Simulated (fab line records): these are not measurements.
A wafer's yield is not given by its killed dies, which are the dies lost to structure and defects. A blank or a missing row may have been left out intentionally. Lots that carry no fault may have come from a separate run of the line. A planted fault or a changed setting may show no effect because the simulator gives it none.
fab line records	flow n5-finfet
record lots=6	wafers=17	last-day=17
route steps=1938 shown SDB@352 BEOL_M4@1111
lots with no fault: from the same line, run without faults
start-h: the number of hours between the record's first day and the start of the first shown wafer of the lot	wait-h: how many hours have passed since the lot's step before this one	" the same as in the row above	L1.1+2: a single row standing in for several wafers	- no value, or no start was given	* or withheld: withheld	< > ~ a bound
route shown NAME@n: names a module that has steps shown in the file, with the first one's number in the route	usual: mean and standard deviation over wafers with no fault	same: alike in all rows	chamber/n: place in a boat	sites: the reading at each site	_std_site: standard deviation across them	_edge_site: inner sites' mean taken away from outer sites' mean	radius-mm: for every site, how far away it sits from the centre of the wafer	mask NAME#n: copy n	behind: the last tool/chamber to shape the wafer	hold: the reason the lot was held/the length of the hold in hours/how it ended	device: the transistor (n, p or np) that didn't switch	end of line: tests of these same wafers at the route's end	a step without rows: its recipe alone	killed: count of dies lost to structure and defects at first sort (not the wafer's yield)	map: shows each die of a wafer: x if killed, . if not, _ if none is there
set.NAME: the run value of the setting; set.NAME@STEP: its run value at that earlier step	model.NAME: the simulator's own value behind a step, which no gauge read
lots at some steps of the route; a table a step, a row a wafer
services: when a tool's chamber went out of use (start-h, in hours from the record's first day, below 0 if earlier), for how many hours, and the reason
## steps
# step N5_SDB_SOFTBAKE_06
# recipe temp-c=110	time-s=60	resist=CAR-ArF
# step N5_SDB_EXPOSE_08
# recipe mask-id=SDB	na=1.35	source-shape=conventional	sigma-outer=0.5	polarization=unpolarized	dose-mj=49.6
# step N5_SDB_PEB_09
# recipe peb-temp-c=withheld	peb-time-s=60	resist=CAR-ArF
# step N5_SDB_DEVELOP_10
# recipe develop-time-s=30	developer=TMAH	resist=CAR-ArF	rinse-liquid=diw	dry=air-spin	dev-temp-c=23
# step N5_SDB_CD_MEAS_11
# recipe target-cd-nm=50	landing-energy-ev=500	detector=se-inlens	polarity=opening
# usual cd-nm=50.6/0.77
lot.wafer	tool	chamber	start-h	wait-h	cd-nm
L219.3	cd-sem-02	0	74.64	-	52.4
L219.4	"	0	"	"	51.1
L219.6	"	0	"	"	51.5
L221.2	cd-sem-01	0	87.67	-	51.9
L221.5	"	0	"	"	51.4
L221.6	"	0	"	"	50.5
L224.3	cd-sem-02	0	104.78	-	49.5
L224.5	"	0	"	"	50.7
L224.6	"	0	"	"	49.7
L232.1	cd-sem-01	0	151.79	-	51.4
L232.3	"	0	"	"	50.1
L232.6	"	0	"	"	51.0
L234.3	cd-sem-02	0	164.15	-	50.3
L234.4	"	0	"	"	50.1
L234.6	"	0	"	"	50.3
L239.4	cd-sem-03	0	196.56	-	51.5
L239.6	"	0	"	"	51.0
# step N5_SDB_OVL_MEAS_12
# recipe points-per-wafer=44
# usual SDB_OVL=0.4/0.67
lot.wafer	tool	chamber	start-h	wait-h	SDB_OVL[nm]
L219.3	overlay-01	0	74.67	0.0	-0.1
L219.4	"	0	"	"	0.4
L219.6	"	0	"	"	-0.2
L221.2	overlay-01	0	87.70	0.0	0.1
L221.5	"	0	"	"	1.5
L221.6	"	0	"	"	0.3
L224.3	overlay-01	0	104.81	0.0	0.2
L224.5	"	0	"	"	0.9
L224.6	"	0	"	"	0.0
L232.1	overlay-02	0	151.82	0.0	0.0
L232.3	"	0	"	"	-0.8
L232.6	"	0	"	"	0.1
L234.3	overlay-02	0	164.17	0.0	0.3
L234.4	"	0	"	"	-0.3
L234.6	"	0	"	"	-0.2
L239.4	overlay-02	0	196.59	0.0	1.8
L239.6	"	0	"	"	1.0
# step N5_SDB_INSPECT_13
# recipe mode=adi	inspect-instrument=brightfield
# usual raw-defect-count=76/32
lot.wafer	tool	chamber	start-h	wait-h	raw-defect-count
L219.3	defect-inspect-02	-	74.70	0.0	61
L219.4	"	-	"	"	60
L219.6	"	-	"	"	85
L221.2	defect-inspect-02	-	87.72	0.0	65
L221.5	"	-	"	"	45
L221.6	"	-	"	"	59
L224.3	defect-inspect-02	-	104.83	0.0	54
L224.5	"	-	"	"	63
L224.6	"	-	"	"	91
L232.1	defect-inspect-01	-	151.85	0.0	71
L232.3	"	-	"	"	90
L232.6	"	-	"	"	80
L234.3	defect-inspect-02	-	164.20	0.0	105
L234.4	"	-	"	"	82
L234.6	"	-	"	"	99
L239.4	defect-inspect-02	-	196.62	0.0	114
L239.6	"	-	"	"	72
# step N5_SDB_DESCUM_16
# recipe chemistry=O2	time-s=7.9	source-power-w=50	bias-power-w=20	pressure-mtorr=20	rf-frequency-hz=2.712e+07	temp-c=40	resist=CAR-ArF	o2-flow-sccm=225
# usual drypump-motor-current-A=5.9/0.33	oes-product-au=0.78/0.097	rf-fwd-power-W=49.38/0.26	rf-vpp-V=243.0/1.7	showerhead-plenum-p-Torr=2.08/0.093	throttle-valve-pct=20.51/0.23
lot.wafer	tool	chamber	start-h	wait-h	drypump-motor-current-A	oes-product-au	rf-fwd-power-W	rf-hours-counter-h	rf-vpp-V	showerhead-plenum-p-Torr	throttle-valve-pct
L219.3	rie-diel-03	0	74.73	0.0	5.6	0.73	49.63	179	244.9	2.09	20.32
L219.4	"	0	"	"	5.6	0.73	49.69	-	244.7	2.09	20.33
L219.6	"	2	"	"	6.2	0.78	49.24	-	240.4	1.93	20.63
L221.2	rie-diel-06	0	87.75	0.0	5.8	0.86	49.68	62	243.2	2.04	20.24
L221.5	"	2	"	"	6.3	0.71	49.52	-	241.3	2.08	20.54
L221.6	"	3	"	"	6.4	0.70	49.41	-	244.2	2.07	20.55
L224.3	rie-diel-03	3	104.86	0.0	6.2	0.80	49.77	84	244.8	2.20	20.59
L224.5	"	1	"	"	5.9	0.69	48.63	-	243.8	2.15	20.90
L224.6	"	0	"	"	5.6	0.72	49.54	-	243.7	2.09	20.35
L232.1	rie-diel-06	0	153.18	1.3	5.8	0.83	49.69	90	242.5	2.03	20.28
L232.3	"	2	"	"	6.3	0.69	49.44	246	243.3	2.06	20.58
L232.6	"	3	"	"	6.4	1.00	49.44	-	243.0	2.06	20.22
L234.3	rie-diel-03	0	165.76	1.6	5.6	0.70	49.83	219	243.6	2.08	20.39
L234.4	"	1	"	"	5.9	0.98	48.95	4	243.2	2.14	20.58
L234.6	"	3	"	"	6.2	0.78	49.52	-	243.7	2.19	20.62
L239.4	rie-diel-06	2	196.71	0.1	6.3	0.97	49.30	9	242.1	2.06	20.24
L239.6	"	0	"	"	5.8	0.81	49.68	-	242.2	2.02	20.32
# step N5_SDB_ETCH_17
# recipe chemistry=CF4	target=SiARC	target-depth-a=234	mask-material=CAR-ArF	time-s=39	ion-energy-ev=80	pressure-mtorr=40	source-w=545	bias-w=36	Ar_flow_sccm=100	cf4-flow-sccm=100	ends=cleared
# usual bias-w=36.01/0.1	cf4-flow-sccm=100.00/0.29	drypump-motor-current-A=5.9/0.33	etch-rf-on-time-s=38.9/0.63	oes-product-au=0.67/0.082	rf-fwd-power-W=535/3.1	rf-vpp-V=183.8/1.4	showerhead-plenum-p-Torr=2.13/0.092	throttle-valve-pct=15.69/0.25
lot.wafer	tool	chamber	start-h	wait-h	bias-w	cf4-flow-sccm	drypump-motor-current-A	etch-rf-on-time-s	oes-product-au	rf-fwd-power-W	rf-hours-counter-h	rf-vpp-V	showerhead-plenum-p-Torr	throttle-valve-pct
L219.3	rie-diel-03	0	74.76	0.0	35.87	99.77	5.5	38.6	0.63	535	179	182.7	2.13	15.51
L219.4	"	0	"	"	35.90	100.07	5.5	39.1	0.63	536	-	183.3	2.13	15.52
L219.6	"	2	"	"	36.12	99.87	6.2	39.1	0.66	535	-	182.4	1.99	15.78
L221.2	rie-diel-06	0	87.79	0.0	35.99	99.65	5.8	39.0	0.74	539	62	184.3	2.09	15.39
L221.5	"	2	"	"	35.82	99.78	6.3	39.2	0.60	533	-	183.3	2.12	15.72
L221.6	"	3	"	"	35.87	99.90	6.4	38.8	0.59	536	-	185.3	2.12	15.79
L224.3	rie-diel-03	3	104.90	0.0	36.10	99.90	6.1	38.4	0.69	540	84	183.5	2.26	15.79
L224.5	"	1	"	"	35.89	99.52	5.9	39.7	0.58	533	-	184.0	2.20	16.14
L224.6	"	0	"	"	36.18	99.51	5.5	38.8	0.63	536	-	183.4	2.13	15.54
L232.1	rie-diel-06	0	153.21	0.0	36.02	99.93	5.8	39.5	0.71	540	90	183.2	2.08	15.46
L232.3	"	2	"	"	35.88	100.01	6.3	39.4	0.58	530	246	183.3	2.11	15.78
L232.6	"	3	"	"	36.02	100.22	6.4	39.8	0.85	535	-	183.1	2.11	15.31
L234.3	rie-diel-03	0	165.79	0.0	36.10	100.30	5.5	38.7	0.61	534	219	183.0	2.12	15.59
L234.4	"	1	"	"	36.24	100.07	5.9	37.8	0.83	529	4	183.9	2.19	15.70
L234.6	"	3	"	"	35.99	99.72	6.2	38.5	0.67	540	-	185.7	2.25	15.85
L239.4	rie-diel-06	2	196.74	0.0	36.00	100.01	6.3	37.6	0.84	532	9	183.6	2.10	15.33
L239.6	"	0	"	"	36.08	99.98	5.8	38.6	0.69	537	-	183.1	2.07	15.51
# step N5_SDB_ETCH_18
# recipe chemistry=N2/H2	target=SOC	target-depth-a=1000	overetch-a=200	mask-material=SiARC	temp-c=40	time-s=150	ion-energy-ev=200	pressure-mtorr=30	source-w=840	bias-w=150	n2-flow-sccm=200	h2-flow-sccm=200
# usual bias-w=150.0/0.44	drypump-motor-current-A=5.9/0.33	oes-product-au=0.70/0.079	rf-fwd-power-W=836.8/2.8	rf-vpp-V=523/3.3	showerhead-plenum-p-Torr=2.53/0.11	throttle-valve-pct=17.92/0.25
lot.wafer	tool	chamber	start-h	wait-h	bias-w	drypump-motor-current-A	oes-product-au	rf-fwd-power-W	rf-hours-counter-h	rf-vpp-V	showerhead-plenum-p-Torr	throttle-valve-pct
L219.3	rie-diel-03	0	74.80	0.0	149.8	5.5	0.65	835.8	179	523	2.53	17.68
L219.4	"	0	"	"	150.4	5.6	0.66	837.2	-	523	2.53	17.68
L219.6	"	2	"	"	150.3	6.2	0.71	837.5	-	518	2.36	18.00
L221.2	rie-diel-06	0	87.83	0.0	150.3	5.8	0.77	834.7	62	524	2.47	17.63
L221.5	"	2	"	"	149.9	6.3	0.63	836.4	-	523	2.52	17.99
L221.6	"	3	"	"	150.4	6.5	0.62	833.3	-	523	2.52	18.04
L224.3	rie-diel-03	3	104.93	0.0	149.4	6.2	0.72	838.9	84	527	2.68	17.95
L224.5	"	1	"	"	150.3	5.9	0.62	834.0	-	527	2.62	18.39
L224.6	"	0	"	"	149.4	5.6	0.65	836.1	-	525	2.53	17.71
L232.1	rie-diel-06	0	153.25	0.0	150.2	5.8	0.74	839.3	90	522	2.46	17.66
L232.3	"	2	"	"	150.5	6.3	0.61	837.0	246	523	2.51	18.03
L232.6	"	3	"	"	150.1	6.5	0.88	836.1	-	523	2.51	17.64
L234.3	rie-diel-03	0	165.83	0.0	150.7	5.6	0.64	837.0	219	525	2.51	17.75
L234.4	"	1	"	"	150.1	5.9	0.87	834.6	4	526	2.61	18.04
L234.6	"	3	"	"	150.4	6.1	0.69	835.6	-	528	2.67	18.01
L239.4	rie-diel-06	2	196.78	0.0	149.5	6.3	0.86	839.6	9	523	2.50	17.63
L239.6	"	0	"	"	150.0	5.8	0.72	837.8	-	520	2.45	17.70
# step N5_SDB_STRIP_19
# recipe chemistry=N2/H2	temp-c=40	n2-flow-sccm=200	h2-flow-sccm=200	rf-frequency-hz=6e+07
# step N5_SDB_STRIP_21
# recipe chemistry=CF4	resist=SiARC	power-w=300	bias-power-w=75	pressure-mtorr=50	cf4-flow-sccm=150	rf-frequency-hz=6e+07
# usual cf4-flow-sccm=149.9/0.52	drypump-motor-current-A=5.9/0.33	oes-product-au=0.77/0.088	rf-fwd-power-W=292.8/0.93	rf-vpp-V=270.8/1.8	showerhead-plenum-p-Torr=1.78/0.076	throttle-valve-pct=13.67/0.24
lot.wafer	tool	chamber	start-h	wait-h	cf4-flow-sccm	drypump-motor-current-A	oes-product-au	rf-fwd-power-W	rf-hours-counter-h	rf-vpp-V	showerhead-plenum-p-Torr	throttle-valve-pct
L219.3	rie-diel-03	0	74.94	0.0	149.4	5.5	0.73	292.6	179	271.3	1.79	13.51
L219.4	"	0	"	"	149.7	5.5	0.73	292.8	-	270.3	1.79	13.53
L219.6	"	2	"	"	149.7	6.2	0.77	291.6	-	268.0	1.67	13.73
L221.2	rie-diel-06	0	87.96	0.0	148.7	5.8	0.84	294.5	62	270.6	1.75	13.39
L221.5	"	2	"	"	150.2	6.3	0.70	294.6	-	271.1	1.77	13.74
L221.6	"	3	"	"	149.5	6.4	0.69	292.8	-	271.5	1.77	13.77
L224.3	rie-diel-03	3	105.07	0.0	149.0	6.1	0.79	292.8	84	273.6	1.88	13.73
L224.5	"	1	"	"	150.6	5.9	0.68	292.2	-	273.1	1.84	14.12
L224.6	"	0	"	"	150.1	5.5	0.72	292.9	-	271.6	1.79	13.54
L232.1	rie-diel-06	0	153.39	0.0	150.1	5.8	0.82	294.8	90	270.5	1.75	13.45
L232.3	"	2	"	"	150.6	6.3	0.68	292.0	247	270.5	1.77	13.82
L232.6	"	3	"	"	150.0	6.4	0.98	292.4	-	270.5	1.77	13.25
L234.3	rie-diel-03	0	165.97	0.0	149.9	5.6	0.70	293.1	219	271.4	1.78	13.62
L234.4	"	1	"	"	150.6	6.0	0.95	290.8	5	272.8	1.83	13.59
L234.6	"	3	"	"	149.9	6.1	0.77	293.5	-	272.3	1.88	13.78
L239.4	rie-diel-06	2	196.92	0.0	150.5	6.3	0.96	292.4	9	271.5	1.76	13.27
L239.6	"	0	"	"	150.4	5.8	0.79	293.9	-	270.6	1.74	13.50
# step N5_SDB_HM_OPEN_20
# recipe chemistry=CH3F/O2	target=SiNx	mask-material=SOC	target-depth-a=240	stop-on=poly-Si	over-etch-frac=0.4	ion-energy-ev=120	pressure-mtorr=30	source-w=395	bias-w=73	Ar_flow_sccm=150	CH3F_flow_sccm=30	O2_flow_sccm=20
# usual bias-w=73.04/0.22	drypump-motor-current-A=5.9/0.33	oes-product-au=0.64/0.074	rf-fwd-power-W=392.0/1.7	rf-vpp-V=296.0/2.7	showerhead-plenum-p-Torr=1.99/0.09	throttle-valve-pct=16.42/0.25
lot.wafer	tool	chamber	start-h	wait-h	bias-w	drypump-motor-current-A	oes-product-au	rf-fwd-power-W	rf-hours-counter-h	rf-vpp-V	showerhead-plenum-p-Torr	throttle-valve-pct	model.SOC_of_SDB_COAT_03.thk-nm
L219.3	rie-diel-03	0	74.96	0.0	73.19	5.6	0.60	392.7	179	296.7	1.99	16.19	84.2
L219.4	"	0	"	"	73.05	5.6	0.62	393.3	-	294.3	1.99	16.22	84.6
L219.6	"	2	"	"	73.04	6.1	0.65	392.1	-	298.1	1.85	16.53	84.4
L221.2	rie-diel-06	0	87.98	0.0	73.08	5.8	0.70	391.9	62	291.2	1.94	16.09	84
L221.5	"	2	"	"	72.95	6.3	0.58	393.2	-	292.7	1.98	16.44	84
L221.6	"	3	"	"	73.35	6.5	0.57	391.4	-	300.3	1.97	16.48	83.8
L224.3	rie-diel-03	3	105.09	0.0	73.34	6.2	0.65	391.3	84	298.2	2.12	16.53	83.8
L224.5	"	1	"	"	73.25	5.9	0.58	388.7	-	297.4	2.06	16.86	84
L224.6	"	0	"	"	72.52	5.6	0.60	391.7	-	295.9	1.98	16.24	83.6
L232.1	rie-diel-06	0	153.41	0.0	72.82	5.8	0.69	394.0	90	290.2	1.93	16.16	79.4
L232.3	"	2	"	"	73.09	6.3	0.56	390.9	247	291.9	1.97	16.50	84
L232.6	"	3	"	"	72.49	6.4	0.80	392.0	-	300.8	1.97	16.04	84.4
L234.3	rie-diel-03	0	165.99	0.0	73.36	5.6	0.59	393.4	219	293.8	1.97	16.30	84.6
L234.4	"	1	"	"	72.85	5.9	0.80	391.2	5	296.9	2.05	16.44	83.8
L234.6	"	3	"	"	72.65	6.2	0.65	392.0	-	298.9	2.11	16.62	84.4
L239.4	rie-diel-06	2	196.94	0.0	73.09	6.3	0.80	390.4	9	292.0	1.96	16.07	78.6
L239.6	"	0	"	"	72.92	5.8	0.66	393.5	-	291.0	1.92	16.18	84
# step N5_SDB_STRIP_22
# recipe chemistry=N2/H2	power-w=1000	temp-c=250	h2-frac=0.65	overash-fraction=0.3	pressure-mtorr=withheld	n2-flow-sccm=1750	h2-flow-sccm=3250
# usual drypump-motor-current-A=5.97/0.29	heater-power-w=329/38	oes-product-au=0.715/0.0044	strip-time-to-endpoint-s=96.4/0.36
lot.wafer	tool	chamber	start-h	wait-h	drypump-motor-current-A	heater-power-w	oes-product-au	rf-hours-counter-h	strip-time-to-endpoint-s
L219.3	plasma-asher-02	0	75.08	0.1	5.92	300	0.717	-	96.4
L219.4	"	1	"	"	6.40	396	0.715	-	96.7
L219.6	"	1	"	"	6.40	392	0.712	-	96.6
L221.2	plasma-asher-02	1	88.06	0.1	6.41	383	0.714	87	96.2
L221.5	"	0	"	"	5.92	295	0.720	-	96.2
L221.6	"	1	"	"	6.40	381	0.718	-	96.0
L224.3	plasma-asher-01	1	105.25	0.1	5.76	309	0.712	-	96.0
L224.5	"	0	"	"	5.63	313	0.714	-	96.2
L224.6	"	1	"	"	5.76	307	0.709	-	95.8
L232.1	plasma-asher-01	1	153.49	0.1	5.73	315	0.716	52	91.9
L232.3	"	0	"	"	5.66	305	0.719	-	96.3
L232.6	"	0	"	"	5.67	311	0.716	-	96.6
L234.3	plasma-asher-02	1	166.11	0.1	6.38	388	0.711	-	96.7
L234.4	"	0	"	"	5.91	305	0.715	-	96.1
L234.6	"	0	"	"	5.92	305	0.717	-	96.5
L239.4	plasma-asher-02	0	197.06	0.1	5.94	299	0.714	-	91.0
L239.6	"	1	"	"	6.40	381	0.718	-	96.2
# step N5_SDB_PRECLEAN_23
# recipe chemistry=dHF	time-s=30	temp-c=25	dilution=withheld
# step N5_BEOL_M4_RC_MEAS_101
# usual DIBL_N=35.9/1.3	DIBL_P=36.3/1.5	IOFF_N=0.153/0.023	IOFF_P=0.208/0.028	ION_N=672/9.7	ION_P=462/6.6	SS_N=71.5/0.53	SS_P=73.3/0.59	VT_N=250.4/2.7	VT_P=-250.5/3
lot.wafer	tool	chamber	start-h	wait-h	DIBL_N[mV/V]	DIBL_P[mV/V]	IOFF_N[nA/um]	IOFF_P[nA/um]	ION_N[uA/um]	ION_P[uA/um]	SS_N[mV/dec]	SS_P[mV/dec]	VT_N[mV]	VT_P[mV]
L219.3	prober-01	0	184.27	0.3	35.6	35.2	0.147	0.181	671	457	70.9	73.0	252.3	-252.3
L219.4	"	0	"	"	36.5	36.6	0.162	0.203	681	468	71.7	74.2	249.1	-250.9
L219.6	"	0	"	"	37.0	37.0	0.182	0.213	678	459	72.2	73.9	250.1	-252.9
L221.2	prober-01	0	200.47	0.2	38.2	38.8	0.202	0.285	679	473	71.6	74.5	247.1	-244.0
L221.5	"	0	"	"	38.6	39.3	0.230	0.307	687	469	72.5	74.8	243.2	-243.1
L221.6	"	0	"	"	36.0	35.7	0.157	0.242	679	471	71.0	74.1	247.9	-244.8
L224.3	prober-01	0	223.31	0.3	36.6	35.9	0.155	0.214	669	459	72.1	73.2	248.1	-249.8
L224.5	"	0	"	"	36.7	36.9	0.171	0.230	677	467	72.6	73.8	249.9	-249.7
L224.6	"	0	"	"	36.9	37.0	0.174	0.235	682	472	71.8	73.8	248.4	-250.1
L232.1	prober-02	0	268.47	0.0	36.7	38.0	0.191	0.263	675	471	72.1	73.4	244.6	-242.8
L232.3	"	0	"	"	36.0	36.3	0.167	0.226	677	466	72.0	72.5	249.2	-247.6
L232.6	"	0	"	"	35.8	36.3	0.155	0.229	663	459	71.7	72.9	249.6	-249.3
L234.3	prober-02	0	280.23	0.3	36.5	38.0	0.163	0.219	680	466	71.5	72.6	251.4	-247.4
L234.4	"	0	"	"	35.6	35.4	0.149	0.193	679	462	70.9	73.3	252.7	-250.8
L234.6	"	0	"	"	35.5	35.8	0.144	0.198	668	457	71.4	74.0	251.5	-252.0
L239.4	prober-02	0	313.63	0.5	36.5	37.6	0.170	0.213	671	457	72.0	74.4	249.0	-249.0
L239.6	"	0	"	"	35.9	36.4	0.157	0.202	674	462	71.7	73.3	247.9	-253.1
## services
tool	chamber	start-h	hours	kind
rie-diel-03	3	54.33	32.3	repair
rie-diel-06	1	87.45	-	clean
rie-diel-06	1	87.45	-	consumable-replace:focus-ring
rie-diel-06	1	87.45	-	consumable-replace:showerhead
rie-diel-06	1	87.45	24.6	scheduled-down
rie-diel-06	1	87.45	24.6	vent-cycle
rie-diel-06	0	131.83	6.3	repair
rie-diel-03	1	141.03	-	clean
rie-diel-03	1	141.03	-	consumable-replace:focus-ring
rie-diel-03	1	141.03	15.4	scheduled-down
rie-diel-03	1	141.03	15.4	vent-cycle
rie-diel-06	3	142.93	-	clean
rie-diel-06	3	142.93	-	consumable-replace:focus-ring
rie-diel-06	3	142.93	10.0	scheduled-down
rie-diel-06	3	142.93	10.0	vent-cycle
rie-diel-06	2	158.69	-	clean
rie-diel-06	2	158.69	-	consumable-replace:focus-ring
rie-diel-06	2	158.69	12.5	scheduled-down
rie-diel-06	2	158.69	12.5	vent-cycle
rie-diel-03	0	160.20	1.9	repair
## key
first-sign step=N5_SDB_STRIP_22	reading=strip-time-to-endpoint-s	direction=down	sigmas=14	usual=*	struck=*
effect none on later readings
model-effect step=N5_SDB_HM_OPEN_20	value=SOC_of_SDB_COAT_03.thk-nm	without=84	struck=79
met-at N5_SDB_HM_OPEN_20
struck-wafers L232.1,L239.4
onset-between 87.98 153.41
fault kind=process-parameter-drift	tool=rie-diel-06	chamber=-	onset-h=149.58	steps=N5_SDB_HM_OPEN_20	channel=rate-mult	offset=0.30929	shape=step	end-h=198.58	scope=struck-wafers-only
